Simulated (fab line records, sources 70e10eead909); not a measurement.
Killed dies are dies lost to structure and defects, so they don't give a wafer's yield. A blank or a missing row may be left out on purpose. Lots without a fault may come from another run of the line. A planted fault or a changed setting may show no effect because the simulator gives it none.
fab line records | flow nand_harc
record lots=5 wafers=15 last_day=24
route steps=1159 shown A_CONTACT@869
lots that met no fault: from a run of the same line without faults
start_h: hours from the record's first day to the start of the lot's first wafer shown | wait_h: hours since the lot's step before | " the same as in the row above | L1.1+2: a row that stands for several wafers | - no value, or no start given | * or withheld: withheld | < > ~ a bound
route shown NAME@n: a module of which the file shows steps, and the number in the route of the first | usual: mean/standard deviation of fault-free wafers | same: alike in all rows | chamber/n: place in a boat | sites: the reading at each site | _std_site: their standard deviation | _edge_site: outer sites' mean less inner sites' | radius_mm: how far each site lies from the wafer's centre | mask NAME#n: copy n | behind: the tool/chamber that last shaped the wafer | hold: why the lot was held/for how many hours/how that ended | device: the transistor (n, p or np) that didn't switch | end of line: the same wafers' tests at the end of the route | a step without rows: its recipe alone | killed: dies lost to structure and defects at the first sort, not the wafer's yield | map: a wafer's dies, x killed, . not, _ none there
set.NAME: the setting as run; set.NAME@STEP: as run at that earlier step | model.NAME: the simulator's own value behind a step, which no gauge read
lots at some steps of the route; a table a step, a row a wafer
services: from which hour (start_h, from the record's first day; less than 0 if before it) a tool's chamber was out of use, for how many hours, and why
## steps
# step NHARC_A_CONTACT_ETCH_118
# recipe source_w=withheld pressure_mtorr=20 bias_v=3000 time_s=94 target_depth_a=9220 ar_flow_sccm=withheld c4f8_flow_sccm=withheld o2_flow_sccm=withheld chemistry=C4F8/O2/Ar
# columns lot.wafer tool chamber start_h wait_h rf_hours_counter_h
L076.1 har_cap_etch-02 0 384.43 0.1 11
L076.2 " 1 " " 11
L076.6 " 0 " " -
L086.2 har_cap_etch-02 1 438.93 0.1 20
L086.4 " 0 " " -
L086.6 " 0 " " -
L087.2 har_cap_etch-01 1 443.09 0.1 69
L087.3 " 1 " " -
L087.4 " 0 " " -
L092.4 har_cap_etch-03 1 478.32 0.1 -
L092.6 " 0 " " -
L092.5 " 1 " " -
L095.2 har_cap_etch-02 1 504.06 0.1 32
L095.1 " 0 " " 32
L095.4 " 1 " " -
# step NHARC_A_CONTACT_ETCH_119
# recipe source_w=withheld pressure_mtorr=20 bias_v=3000 time_s=94 target_depth_a=9220 ar_flow_sccm=withheld c4f8_flow_sccm=withheld o2_flow_sccm=withheld chemistry=C4F8/O2/Ar
# columns lot.wafer tool chamber start_h wait_h rf_hours_counter_h
L076.1 har_cap_etch-02 0 384.52 0.1 11
L076.2 " 1 " " 11
L076.6 " 0 " " -
L086.2 har_cap_etch-02 1 439.02 0.1 20
L086.4 " 0 " " -
L086.6 " 0 " " -
L087.2 har_cap_etch-01 1 443.18 0.1 69
L087.3 " 1 " " -
L087.4 " 0 " " -
L092.4 har_cap_etch-03 1 478.41 0.1 -
L092.6 " 0 " " -
L092.5 " 1 " " -
L095.2 har_cap_etch-02 1 504.15 0.1 32
L095.1 " 0 " " 32
L095.4 " 1 " " -
# step NHARC_A_CONTACT_ETCH_120
# recipe source_w=withheld pressure_mtorr=20 bias_v=3000 time_s=94 target_depth_a=9220 ar_flow_sccm=withheld c4f8_flow_sccm=withheld o2_flow_sccm=withheld chemistry=C4F8/O2/Ar
# columns lot.wafer tool chamber start_h wait_h rf_hours_counter_h
L076.1 har_cap_etch-02 0 384.61 0.1 11
L076.2 " 1 " " 11
L076.6 " 0 " " -
L086.2 har_cap_etch-02 1 439.11 0.1 21
L086.4 " 0 " " -
L086.6 " 0 " " -
L087.2 har_cap_etch-01 1 443.27 0.1 69
L087.3 " 1 " " -
L087.4 " 0 " " -
L092.4 har_cap_etch-03 1 478.50 0.1 -
L092.6 " 0 " " -
L092.5 " 1 " " -
L095.2 har_cap_etch-02 1 504.24 0.1 32
L095.1 " 0 " " 32
L095.4 " 1 " " -
# step NHARC_A_CONTACT_ETCH_121
# recipe source_w=withheld pressure_mtorr=20 bias_v=3000 time_s=94 target_depth_a=9220 ar_flow_sccm=withheld c4f8_flow_sccm=withheld o2_flow_sccm=withheld chemistry=C4F8/O2/Ar
# columns lot.wafer tool chamber start_h wait_h rf_hours_counter_h
L076.1 har_cap_etch-02 0 384.70 0.1 11
L076.2 " 1 " " 11
L076.6 " 0 " " -
L086.2 har_cap_etch-02 1 439.20 0.1 21
L086.4 " 0 " " -
L086.6 " 0 " " -
L087.2 har_cap_etch-01 1 443.36 0.1 69
L087.3 " 1 " " -
L087.4 " 0 " " -
L092.4 har_cap_etch-03 1 478.60 0.1 -
L092.6 " 0 " " -
L092.5 " 1 " " -
L095.2 har_cap_etch-02 1 504.34 0.1 33
L095.1 " 0 " " 33
L095.4 " 1 " " -
# step NHARC_A_CONTACT_ETCH_122
# recipe source_w=withheld pressure_mtorr=20 bias_v=3000 time_s=95 target_depth_a=9300 ar_flow_sccm=withheld c4f8_flow_sccm=withheld o2_flow_sccm=withheld chemistry=C4F8/O2/Ar
# columns lot.wafer tool chamber start_h wait_h rf_hours_counter_h
L076.1 har_cap_etch-02 0 384.79 0.1 11
L076.2 " 1 " " 11
L076.6 " 0 " " -
L086.2 har_cap_etch-02 1 439.29 0.1 21
L086.4 " 0 " " -
L086.6 " 0 " " -
L087.2 har_cap_etch-01 1 443.45 0.1 69
L087.3 " 1 " " -
L087.4 " 0 " " -
L092.4 har_cap_etch-03 1 478.69 0.1 -
L092.6 " 0 " " -
L092.5 " 1 " " -
L095.2 har_cap_etch-02 1 504.43 0.1 33
L095.1 " 0 " " 33
L095.4 " 1 " " -
# step NHARC_A_CONTACT_ETCH_123
# recipe source_w=withheld pressure_mtorr=20 bias_v=400 time_s=253 target_depth_a=10900 ar_flow_sccm=withheld c4f8_flow_sccm=11.5 o2_flow_sccm=7.2 chemistry=C4F8/O2/Ar
# columns lot.wafer tool chamber start_h wait_h rf_hours_counter_h
L076.1 har_cap_etch-02 0 384.88 0.1 11
L076.2 " 1 " " 11
L076.6 " 0 " " -
L086.2 har_cap_etch-02 1 439.43 0.1 21
L086.4 " 0 " " -
L086.6 " 0 " " -
L087.2 har_cap_etch-01 1 443.54 0.1 69
L087.3 " 1 " " -
L087.4 " 0 " " -
L092.4 har_cap_etch-03 1 478.89 0.2 -
L092.6 " 0 " " -
L092.5 " 1 " " -
L095.2 har_cap_etch-02 1 504.52 0.1 33
L095.1 " 0 " " 33
L095.4 " 1 " " -
# step NHARC_A_CONTACT_ETCH_90
# recipe target_depth_a=400 over_etch_frac=0.5 time_s=85.7 ion_energy_ev=120 ch3f_flow_sccm=50 o2_flow_sccm=30 ar_flow_sccm=200 rf_w=500 bias_w=100 chemistry=CH3F/O2
# usual drypump_motor_current_A=5.7/0.48 oes_product_au=0.96/0.036 rf_vpp_V=244.3/1.4 showerhead_plenum_p_Torr=2.45/0.088 throttle_valve_pct=20.662/0.0085
# columns lot.wafer tool chamber start_h wait_h drypump_motor_current_A oes_product_au rf_hours_counter_h rf_vpp_V showerhead_plenum_p_Torr throttle_valve_pct
L076.1 rie_diel-07 2 385.47 0.5 5.9 0.93 54 244.1 2.44 20.662
L076.2 " 3 " " 6.2 0.93 56 246.9 2.56 20.672
L076.6 " 2 " " 5.9 0.93 - 243.7 2.45 20.674
L086.4 rie_diel-04 2 439.99 0.5 5.8 0.92 27 243.0 2.37 20.670
L086.2 " 0 " " 4.8 0.93 31 243.4 2.31 20.652
L086.6 " 1 " " 5.7 0.91 - 245.2 2.51 20.664
L087.2 rie_diel-07 0 444.14 0.5 5.5 1.00 11 245.7 2.52 20.659
L087.3 " 1 " " 5.7 1.00 10 245.6 2.49 20.656
L087.4 " 3 " " 6.2 0.99 9 246.2 2.56 20.668
L092.4 rie_diel-02 3 479.37 0.4 5.3 0.92 51 243.1 2.39 20.662
L092.5 " 0 " " 6.0 0.93 - 243.5 2.33 20.660
L092.6 " 1 " " 6.2 0.94 - 243.1 2.41 20.659
L095.4 rie_diel-04 1 505.24 0.6 5.7 0.99 7 245.1 2.51 20.654
L095.2 " 3 " " 6.6 1.00 8 246.0 2.55 20.671
L095.1 " 0 " " 4.8 1.01 7 242.8 2.31 20.647
# step NHARC_A_CONTACT_ETCH_96
# recipe target_depth_a=200 over_etch_frac=0.5 time_s=10 ion_energy_ev=250 c4f6_flow_sccm=25 o2_flow_sccm=20 ar_flow_sccm=500 rf_w=600 bias_w=500 chemistry=C4F6/O2
# usual drypump_motor_current_A=5.7/0.48 oes_product_au=0.971/0.025 rf_vpp_V=546.6/2.8 showerhead_plenum_p_Torr=3.91/0.13 throttle_valve_pct=26.902/0.0085
# columns lot.wafer tool chamber start_h wait_h drypump_motor_current_A oes_product_au rf_hours_counter_h rf_vpp_V showerhead_plenum_p_Torr throttle_valve_pct
L076.2 rie_diel-07 0 - - 5.5 0.940 53 551.3 4.03 26.911
L076.1 " 2 " " 6.0 0.966 54 547.1 3.90 26.906
L076.6 " 0 " " 5.5 0.939 - 548.4 4.03 26.894
L086.4 rie_diel-04 0 - - 4.9 0.948 31 542.2 3.70 26.898
L086.2 " 1 " " 5.7 0.933 27 550.0 4.01 26.914
L086.6 " 3 " " 6.6 0.943 - 549.0 4.06 26.906
L087.3 rie_diel-07 3 - - 6.2 0.985 9 550.3 4.07 26.896
L087.4 " 0 " " 5.5 0.998 11 548.7 4.02 26.889
L087.2 " 2 " " 6.0 1.001 9 546.8 3.89 26.905
L092.4 rie_diel-02 3 - - 5.3 0.949 51 544.8 3.83 26.895
L092.5 " 3 " " 5.3 0.953 - 545.6 3.83 26.907
L092.6 " 0 " " 6.0 0.972 - 544.0 3.74 26.907
L095.4 rie_diel-04 2 - - 5.8 0.990 7 543.3 3.79 26.906
L095.1 " 3 " " 6.5 0.998 8 550.8 4.06 26.910
L095.2 " 1 " " 5.7 0.997 7 548.8 4.00 26.904
# step NHARC_A_CONTACT_CD_MEAS_53
# usual cd_nm=189.8/0.84
# columns lot.wafer tool chamber start_h wait_h cd_nm
L076.1 cd_sem-03 - 385.69 - 188.2
L076.2 " - " " 188.1
L076.6 " - " " 188.0
L086.2 cd_sem-02 - 440.19 - 189.5
L086.4 " - " " 189.6
L086.6 " - " " 190.5
L087.2 cd_sem-03 - 444.36 - 190.5
L087.3 " - " " 189.4
L087.4 " - " " 189.1
L092.4 cd_sem-03 - 479.62 - 190.7
L092.5 " - " " 189.9
L092.6 " - " " 189.8
L095.1 cd_sem-03 - 505.46 - 189.7
L095.2 " - " " 190.1
L095.4 " - " " 189.4
# step NHARC_A_CONTACT_STRIP_99
# recipe n2_flow_sccm=150 h2_flow_sccm=150 ar_flow_sccm=0 bias_w=0 chemistry=N2/H2
# columns lot.wafer tool chamber start_h wait_h
L076.1+2+6 rie_diel-07 1,2,0 385.78 0.1
L086.2+4+6 rie_diel-04 1,2,1 440.27 0.1
L087.3+4+2 rie_diel-07 1,2,3 444.43 0.1
L092.4+6+5 rie_diel-02 1,2,3 479.71 0.1
L095.4+2+1 rie_diel-04 3,0,1 505.54 0.1
# step NHARC_A_CONTACT_STRIP_100
# recipe cf4_flow_sccm=100 chf3_flow_sccm=30 ar_flow_sccm=0 bias_w=0 chemistry=CF4/CHF3
# columns lot.wafer tool chamber start_h wait_h
L076.2+1+6 rie_diel-07 3,0,0 385.86 0.1
L086.2+4+6 rie_diel-04 2,3,0 440.37 0.1
L087.4+2+3 rie_diel-07 2,3,1 444.53 0.1
L092.4+6+5 rie_diel-02 1,2,3 479.79 0.1
L095.1+2+4 rie_diel-04 0,1,2 505.63 0.1
# step NHARC_A_CONTACT_STRIP_101
# recipe o2_flow_sccm=400 cos_flow_sccm=20 ar_flow_sccm=0 bias_w=0 chemistry=O2/COS
# columns lot.wafer tool chamber start_h wait_h
L076.2+1+6 rie_diel-07 0,1,2 385.93 0.1
L086.2+4+6 rie_diel-04 3,1,0 440.42 0.1
L087.2+4+3 rie_diel-07 1,2,3 444.59 0.1
L092.4+6+5 rie_diel-02 2,1,2 479.84 0.1
L095.4+1+2 rie_diel-04 1,2,3 505.70 0.1
# step NHARC_A_CONTACT_ETCH_102
# recipe target_depth_a=700 overetch_a=70 time_s=38.5 ion_energy_ev=100 cf4_flow_sccm=80 o2_flow_sccm=20 ar_flow_sccm=0 rf_w=300 bias_w=100 chemistry=CF4/O2
# usual drypump_motor_current_A=5.7/0.48 oes_ar_750_au=1.000/0.0048 oes_f_703_au=1.000/0.0044 oes_product_au=0.997/0.0094 rf_vpp_V=197.5/1.3 showerhead_plenum_p_Torr=1.32/0.046 throttle_valve_pct=13.397/0.0091
# columns lot.wafer tool chamber start_h wait_h drypump_motor_current_A oes_ar_750_au oes_f_703_au oes_product_au rf_hours_counter_h rf_vpp_V showerhead_plenum_p_Torr throttle_valve_pct
L076.1 rie_diel-07 2 385.99 0.0 6.0 1.007 0.995 1.004 54 197.5 1.33 13.388
L076.2 " 3 " " 6.2 1.003 1.001 0.995 56 198.1 1.39 13.394
L076.6 " 3 " " 6.1 1.002 0.997 1.011 - 200.5 1.39 13.404
L086.2 rie_diel-04 0 440.48 0.1 4.8 1.005 1.000 0.999 31 195.4 1.25 13.405
L086.4 " 3 " " 6.5 0.994 0.990 0.999 24 198.0 1.39 13.388
L086.6 " 0 " " 4.9 1.005 1.007 1.008 - 195.4 1.25 13.378
L087.4 rie_diel-07 3 444.65 0.1 6.2 1.002 1.004 0.990 9 199.4 1.39 13.391
L087.3 " 1 " " 5.7 0.995 0.992 0.996 10 198.0 1.35 13.381
L087.2 " 2 " " 5.9 1.000 1.001 0.996 9 197.7 1.32 13.402
L092.4 rie_diel-02 3 479.90 0.1 5.3 0.994 1.003 0.998 51 196.1 1.30 13.392
L092.6 " 3 " " 5.3 0.998 1.003 0.990 - 197.7 1.30 13.395
L092.5 " 0 " " 6.0 1.001 0.997 1.005 - 196.4 1.27 13.403
L095.4 rie_diel-04 1 505.75 0.1 5.7 0.995 1.002 0.996 7 197.6 1.36 13.386
L095.1 " 2 " " 5.7 0.999 1.002 0.987 7 197.4 1.29 13.406
L095.2 " 3 " " 6.5 1.003 1.012 0.996 8 200.1 1.38 13.406
# step NHARC_A_CONTACT_STRIP_55
# recipe o2_flow_sccm=500 ar_flow_sccm=0 bias_w=0 chemistry=O2
# usual drypump_motor_current_A=5.8/0.47 oes_product_au=0.998/0.011 rf_vpp_V=57.8/0.87 showerhead_plenum_p_Torr=3.50/0.11 throttle_valve_pct=17.038/0.0096
# columns lot.wafer tool chamber start_h wait_h drypump_motor_current_A oes_product_au rf_hours_counter_h rf_vpp_V showerhead_plenum_p_Torr throttle_valve_pct
L076.2 rie_diel-07 2 - - 5.9 1.002 54 58.6 3.51 17.031
L076.1 " 0 " " 5.5 0.986 53 58.1 3.63 17.047
L076.6 " 2 " " 6.0 0.999 - 57.6 3.51 17.032
L086.4 rie_diel-04 1 - - 5.7 0.991 27 58.2 3.60 17.045
L086.2 " 3 " " 6.6 0.998 24 59.5 3.66 17.020
L086.6 " 1 " " 5.7 0.999 - 57.7 3.60 17.053
L087.2 rie_diel-07 0 - - 5.5 1.011 11 56.0 3.62 17.038
L087.3 " 1 " " 5.6 1.015 10 57.9 3.58 17.044
L087.4 " 3 " " 6.2 0.994 9 59.0 3.67 17.026
L092.4 rie_diel-02 0 - - 6.0 1.006 51 58.7 3.36 17.034
L092.5 " 1 " " 6.2 1.018 - 59.0 3.46 17.043
L092.6 " 2 " " 5.8 0.992 - 57.6 3.53 17.039
L095.1 rie_diel-04 2 - - 5.8 0.985 7 57.2 3.41 17.042
L095.4 " 3 " " 6.6 0.985 8 56.7 3.65 17.030
L095.2 " 0 " " 4.9 1.006 7 57.0 3.32 17.030
# step NHARC_A_CONTACT_STRIP_56
# recipe time_s=600 temp_c=30 chemistry=post_etch_residue_remover
# columns lot.wafer tool chamber start_h wait_h
L076.1+6+2 wet_bench-01 7,1,2 386.38 -
L086.4+6+2 wet_bench-01 0,4,5 440.87 -
L087.2+3+4 wet_bench-07 2,3,5 445.04 -
L092.4+5+6 wet_bench-01 5,6,7 480.29 -
L095.2+4+1 wet_bench-02 4,0,1 506.14 -
# step NHARC_A_CONTACT_DEP_57
# recipe target_thk_a=28000 temp_c=400 material=aC
# usual throttle_valve_pct=35.000/0.01
# columns lot.wafer tool chamber start_h wait_h throttle_valve_pct
L076.1 acl_dep-02 0 386.64 - 35.009
L076.2 " 0 " " 34.989
L076.6 " 0 388.07 - 35.011
L086.2 acl_dep-03 0 442.73 - 34.993
L086.4 " 0 " " 34.991
L086.6 " 0 " " 35.001
L087.2 acl_dep-01 0 446.08 - 35.001
L087.3 " 0 " " 34.995
L087.4 " 0 " " 34.996
L092.4 acl_dep-02 0 484.80 - 35.007
L092.5 " 0 " " 34.990
L092.6 " 0 " " 34.981
L095.1 acl_dep-03 0 507.25 - 34.992
L095.2 " 0 " " 35.012
L095.4 " 0 " " 34.981
# step NHARC_A_CONTACT_DEP_58
# recipe target_thk_a=600 target_thk_nm=60 temp_c=400 pressure_torr=3.5 flow_sccm=200 rf_w=350 material=SiON
# usual chamber_pressure_Torr=3.499/0.0072 heater_power_w=756/91
# columns lot.wafer tool chamber start_h wait_h chamber_pressure_Torr heater_power_w
L076.2 pecvd-01 1 388.41 1.2 3.507 825
L076.1 " 2 " " 3.489 779
L076.6 " 0 " " 3.488 625
L086.2 pecvd-02 2 444.20 1.2 3.497 821
L086.4 " 2 " " 3.498 810
L086.6 " 0 " " 3.492 867
L087.3 pecvd-02 2 447.56 0.9 3.498 853
L087.2 " 0 " " 3.517 856
L087.4 " 2 " " 3.509 853
L092.6 pecvd-01 2 485.75 0.1 3.518 789
L092.4 " 0 " " 3.503 638
L092.5 " 1 " " 3.507 856
L095.1 pecvd-01 2 508.99 1.5 3.487 846
L095.2 " 1 " " 3.489 859
L095.4 " 2 " " 3.490 836
# step NHARC_A_CONTACT_DEHYDRATE_59
# recipe temp_c=150 time_s=120
# columns lot.wafer tool chamber start_h wait_h
L076.1+2+6 litho_track-01 0 388.65 0.2
L086.2+4+6 litho_track-04 0 444.50 0.3
L087.2+3+4 litho_track-04 0 447.80 0.2
L092.4+5+6 litho_track-04 0 485.94 0.1
L095.1+2+4 litho_track-04 0 509.26 0.2
# step NHARC_A_CONTACT_HMDS_60
# recipe time_s=30
# columns lot.wafer tool chamber start_h wait_h
L076.1+2+6 litho_track-01 0 - -
L086.2+4+6 litho_track-04 0 - -
L087.2+3+4 litho_track-04 0 - -
L092.4+5+6 litho_track-04 0 - -
L095.1+2+4 litho_track-04 0 - -
# step NHARC_A_CONTACT_COAT_61
# recipe temp_c=260 time_s=75
# columns lot.wafer tool chamber start_h wait_h
L076.1+2+6 litho_track-01 0 - -
L086.2+4+6 litho_track-04 0 - -
L087.2+3+4 litho_track-04 0 - -
L092.4+5+6 litho_track-04 0 - -
L095.1+2+4 litho_track-04 0 - -
# step NHARC_A_CONTACT_COAT_62
# recipe temp_c=225 time_s=65
# columns lot.wafer tool chamber start_h wait_h
L076.1+2+6 litho_track-01 0 - -
L086.2+4+6 litho_track-04 0 - -
L087.2+3+4 litho_track-04 0 - -
L092.4+5+6 litho_track-04 0 - -
L095.1+2+4 litho_track-04 0 - -
# step NHARC_A_CONTACT_COAT_63
# recipe spin_rpm=1500 resist_thk_nm=90
# usual dispense_pressure_kPa=52/4.2
# columns lot.wafer tool chamber start_h wait_h dispense_pressure_kPa
L076.1 litho_track-01 0 - - 45
L076.2 " 0 " " 45
L076.6 " 0 " " 45
L086.2 litho_track-04 0 - - 56
L086.4 " 0 " " 56
L086.6 " 0 " " 56
L087.2 litho_track-04 0 - - 56
L087.3 " 0 " " 56
L087.4 " 0 " " 56
L092.4 litho_track-04 0 - - 56
L092.5 " 0 " " 56
L092.6 " 0 " " 56
L095.1 litho_track-04 0 - - 56
L095.2 " 0 " " 56
L095.4 " 0 " " 56
# step NHARC_A_CONTACT_SOFTBAKE_64
# recipe temp_c=105 time_s=55
# columns lot.wafer tool chamber start_h wait_h
L076.1+2+6 litho_track-01 0 - -
L086.2+4+6 litho_track-04 0 - -
L087.2+3+4 litho_track-04 0 - -
L092.4+5+6 litho_track-04 0 - -
L095.1+2+4 litho_track-04 0 - -
# step NHARC_A_CONTACT_EBR_65
# columns lot.wafer tool chamber start_h wait_h
L076.1+2+6 litho_track-01 0 - -
L086.2+4+6 litho_track-04 0 - -
L087.2+3+4 litho_track-04 0 - -
L092.4+5+6 litho_track-04 0 - -
L095.1+2+4 litho_track-04 0 - -
# step NHARC_A_CONTACT_EXPOSE_66
# recipe na=1.35 sigma_outer=0.8 dose_mj=59.02 mask_id=A_CC_2
# same sigma_outer=0.8
# columns lot.wafer tool chamber start_h wait_h mask
L076.1+2+6 arfi_scanner-03 0 388.96 - A_CC_2#0
L086.2+4+6 arfi_scanner-01 0 444.69 - A_CC_2#0
L087.2+3+4 arfi_scanner-03 0 448.12 - A_CC_2#0
L092.4+5+6 arfi_scanner-01 0 486.14 - A_CC_2#0
L095.1+2+4 arfi_scanner-03 0 509.45 - A_CC_2#0
# step NHARC_A_CONTACT_PEB_67
# recipe peb_temp_c=100 peb_time_s=65
# same peb_time_s=65
# columns lot.wafer tool chamber start_h wait_h
L076.1+2+6 litho_track-04 0 389.02 0.1
L086.2+4+6 litho_track-04 0 444.74 0.1
L087.2+3+4 litho_track-06 0 448.18 0.1
L092.4+5+6 litho_track-06 0 486.19 0.0
L095.1+2+4 litho_track-01 0 509.51 0.1
# step NHARC_A_CONTACT_DEVELOP_68
# recipe develop_time_s=35 dev_temp_c=23
# columns lot.wafer tool chamber start_h wait_h
L076.1+2+6 litho_track-04 0 - -
L086.2+4+6 litho_track-04 0 - -
L087.2+3+4 litho_track-06 0 - -
L092.4+5+6 litho_track-06 0 - -
L095.1+2+4 litho_track-01 0 - -
# step NHARC_A_CONTACT_CD_MEAS_69
# recipe target_cd_nm=200 landing_energy_ev=500
# usual cd_nm=200.1/0.73
# columns lot.wafer tool chamber start_h wait_h cd_nm
L076.1 cd_sem-01 0 389.11 - 200.3
L076.2 " 0 " " 200.4
L076.6 " 0 " " 199.5
L086.2 cd_sem-03 0 444.83 - 200.3
L086.4 " 0 " " 200.1
L086.6 " 0 " " 200.8
L087.2 cd_sem-01 0 448.26 - 199.8
L087.3 " 0 " " 199.4
L087.4 " 0 " " 200.5
L092.4 cd_sem-03 0 486.27 - 199.6
L092.5 " 0 " " 198.9
L092.6 " 0 " " 200.0
L095.1 cd_sem-01 0 509.59 - 201.0
L095.2 " 0 " " 199.5
L095.4 " 0 " " 199.4
# step NHARC_A_CONTACT_OVL_MEAS_70
# usual overlay_x_nm=-0.1/0.78 overlay_y_nm=0.1/0.81
# columns lot.wafer tool chamber start_h wait_h overlay_x_nm overlay_y_nm
L076.1 overlay-01 - 389.19 - 0.0 1.2
L076.2 " - " " 0.0 1.3
L076.6 " - " " 0.0 1.3
L086.2 overlay-02 - 444.91 - -1.4 -0.4
L086.4 " - " " -1.4 -0.5
L086.6 " - " " -1.0 -0.3
L087.2 overlay-02 - 448.34 - -0.6 -1.0
L087.3 " - " " -1.0 -0.8
L087.4 " - " " -0.5 -1.0
L092.4 overlay-02 - 486.35 - -0.5 0.6
L092.5 " - " " -0.5 0.1
L092.6 " - " " -0.7 0.0
L095.1 overlay-01 - 509.67 - -1.3 1.5
L095.2 " - " " -0.8 1.0
L095.4 " - " " -1.5 1.0
# step NHARC_A_CONTACT_INSPECT_71
# usual raw_defect_count=29/16
# columns lot.wafer tool chamber start_h wait_h raw_defect_count
L076.1 defect_inspect-01 - 389.23 0.0 6
L076.2 " - " " 8
L076.6 " - " " 8
L086.2 defect_inspect-01 - 444.95 0.0 34
L086.4 " - " " 23
L086.6 " - " " 25
L087.2 defect_inspect-02 - 448.38 0.0 46
L087.3 " - " " 61
L087.4 " - " " 42
L092.4 defect_inspect-02 - 486.39 0.0 51
L092.5 " - " " 56
L092.6 " - " " 54
L095.1 defect_inspect-02 - 509.71 0.0 29
L095.2 " - " " 38
L095.4 " - " " 36
# step NHARC_A_CONTACT_DESCUM_74
# recipe time_s=3 o2_flow_sccm=200 ar_flow_sccm=0 bias_power_w=0 chemistry=O2
# usual drypump_motor_current_A=5.8/0.49 oes_product_au=0.997/0.01 rf_vpp_V=57.8/0.94 showerhead_plenum_p_Torr=1.90/0.066 throttle_valve_pct=11.310/0.01
# columns lot.wafer tool chamber start_h wait_h drypump_motor_current_A oes_product_au rf_hours_counter_h rf_vpp_V showerhead_plenum_p_Torr throttle_valve_pct
L076.1 rie_diel-04 0 389.29 0.1 4.8 0.996 19 57.3 1.80 11.297
L076.2 " 3 " " 6.6 0.991 19 58.3 1.99 11.290
L076.6 " 1 " " 5.7 0.981 - 58.4 1.96 11.304
L086.4 rie_diel-02 2 445.01 0.1 5.8 0.971 40 58.0 1.92 11.312
L086.2 " 1 " " 6.2 1.004 42 57.6 1.88 11.316
L086.6 " 2 " " 5.8 0.979 - 57.3 1.92 11.314
L087.2 rie_diel-04 3 448.44 0.1 6.5 0.997 26 58.2 1.99 11.316
L087.3 " 1 " " 5.7 0.985 29 56.8 1.96 11.314
L087.4 " 3 " " 6.5 0.998 - 56.7 1.99 11.309
L092.4 rie_diel-04 1 486.48 0.1 5.7 0.998 - 57.3 1.96 11.309
L092.6 " 3 " " 6.6 1.000 - 58.3 1.99 11.285
L092.5 " 0 " " 4.8 1.000 - 58.5 1.79 11.295
L095.2 rie_diel-07 3 509.77 0.1 6.2 0.996 35 58.9 1.99 11.320
L095.4 " 0 " " 5.5 0.996 34 57.1 1.96 11.313
L095.1 " 2 " " 6.0 1.003 37 59.0 1.89 11.311
# step NHARC_A_CONTACT_ETCH_75
# recipe target_depth_a=390 over_etch_frac=0.3 time_s=65 ion_energy_ev=80 cf4_flow_sccm=150 ar_flow_sccm=0 rf_w=300 bias_w=100 chemistry=CF4
# usual drypump_motor_current_A=5.8/0.49 oes_product_au=0.997/0.01 rf_vpp_V=151.0/0.94 showerhead_plenum_p_Torr=1.76/0.057 throttle_valve_pct=13.285/0.0092
# columns lot.wafer tool chamber start_h wait_h drypump_motor_current_A oes_product_au rf_hours_counter_h rf_vpp_V showerhead_plenum_p_Torr throttle_valve_pct
L076.2 rie_diel-04 3 389.38 0.1 6.5 1.000 19 151.4 1.84 13.294
L076.1 " 2 " " 5.8 1.003 16 149.3 1.71 13.290
L076.6 " 0 " " 4.8 0.997 - 150.0 1.67 13.287
L086.2 rie_diel-02 0 445.11 0.1 6.0 0.994 40 150.7 1.69 13.293
L086.4 " 1 " " 6.2 1.015 42 150.5 1.74 13.283
L086.6 " 0 " " 6.0 0.991 - 151.0 1.69 13.281
L087.2 rie_diel-04 2 448.54 0.1 5.7 0.986 28 149.9 1.71 13.266
L087.3 " 1 " " 5.7 0.990 29 151.2 1.81 13.278
L087.4 " 2 " " 5.7 0.981 - 149.7 1.71 13.280
L092.4 rie_diel-04 1 486.58 0.1 5.7 0.987 - 151.2 1.80 13.286
L092.5 " 3 " " 6.6 0.989 - 151.7 1.83 13.279
L092.6 " 0 " " 4.8 0.997 - 150.2 1.66 13.296
L095.2 rie_diel-07 2 509.91 0.1 5.9 1.002 37 150.7 1.75 13.273
L095.1 " 3 " " 6.2 0.988 35 152.7 1.83 13.281
L095.4 " 1 " " 5.7 1.004 35 149.5 1.79 13.290
# step NHARC_A_CONTACT_ETCH_76
# recipe target_depth_a=2600 over_etch_frac=0.3 time_s=475.3 ion_energy_ev=200 n2_flow_sccm=150 h2_flow_sccm=150 ar_flow_sccm=0 rf_w=400 bias_w=150 chemistry=N2/H2
# usual drypump_motor_current_A=5.8/0.47 oes_product_au=0.996/0.01 rf_vpp_V=430.1/2.1 showerhead_plenum_p_Torr=2.02/0.071 throttle_valve_pct=14.172/0.0083
# columns lot.wafer tool chamber start_h wait_h drypump_motor_current_A oes_product_au rf_hours_counter_h rf_vpp_V showerhead_plenum_p_Torr throttle_valve_pct
L076.2 rie_diel-04 1 - - 5.7 0.997 16 431.8 2.09 14.168
L076.1 " 2 " " 5.7 0.993 16 428.2 1.97 14.182
L076.6 " 0 " " 4.8 1.010 - 426.7 1.91 14.179
L086.4 rie_diel-02 2 - - 5.8 0.980 40 430.2 2.04 14.170
L086.2 " 3 " " 5.3 0.983 38 428.4 1.99 14.177
L086.6 " 1 " " 6.2 1.002 - 430.0 2.00 14.174
L087.2 rie_diel-04 3 - - 6.6 1.003 26 432.1 2.12 14.180
L087.3 " 1 " " 5.7 0.984 29 431.9 2.09 14.183
L087.4 " 2 " " 5.8 0.992 - 428.9 1.96 14.169
L092.4 rie_diel-04 0 - - 4.8 1.002 - 427.0 1.91 14.175
L092.6 " 1 " " 5.7 0.989 - 432.8 2.09 14.161
L092.5 " 3 " " 6.5 0.990 - 433.0 2.12 14.165
L095.2 rie_diel-07 3 - - 6.2 1.000 35 433.0 2.12 14.172
L095.4 " 0 " " 5.5 0.995 34 430.9 2.09 14.179
L095.1 " 1 " " 5.6 1.014 35 431.6 2.06 14.166
## services
# columns tool chamber start_h hours kind
arfi_scanner-01 - 368.00 4.0 pm
rie_diel-04 0 371.99 - clean
rie_diel-04 1 371.99 - clean
wet_bench-01 - 389.60 8.0 pm
rie_diel-04 3 404.91 21.6 repair
rie_diel-07 - 405.20 9.0 pm
acl_dep-03 - 406.53 13.0 pm
arfi_scanner-01 - 408.27 1.6 repair
pecvd-01 - 418.50 13.0 pm
wet_bench-02 - 422.54 2.1 repair
arfi_scanner-03 - 436.01 3.3 repair
litho_track-01 - 443.00 7.0 pm
wet_bench-07 - 448.04 8.0 pm
rie_diel-04 0 448.06 6.4 repair
acl_dep-02 - 451.12 5.0 repair
rie_diel-04 - 466.28 9.0 pm
pecvd-02 2 466.79 20.7 repair
litho_track-06 - 467.00 7.0 pm
acl_dep-01 - 474.96 13.0 pm
rie_diel-04 2 483.06 4.3 repair
arfi_scanner-03 - 484.00 4.0 pm
pecvd-02 0 487.25 6.2 repair
litho_track-04 - 491.00 7.0 pm
rie_diel-02 - 505.01 9.0 pm
## key
fault none
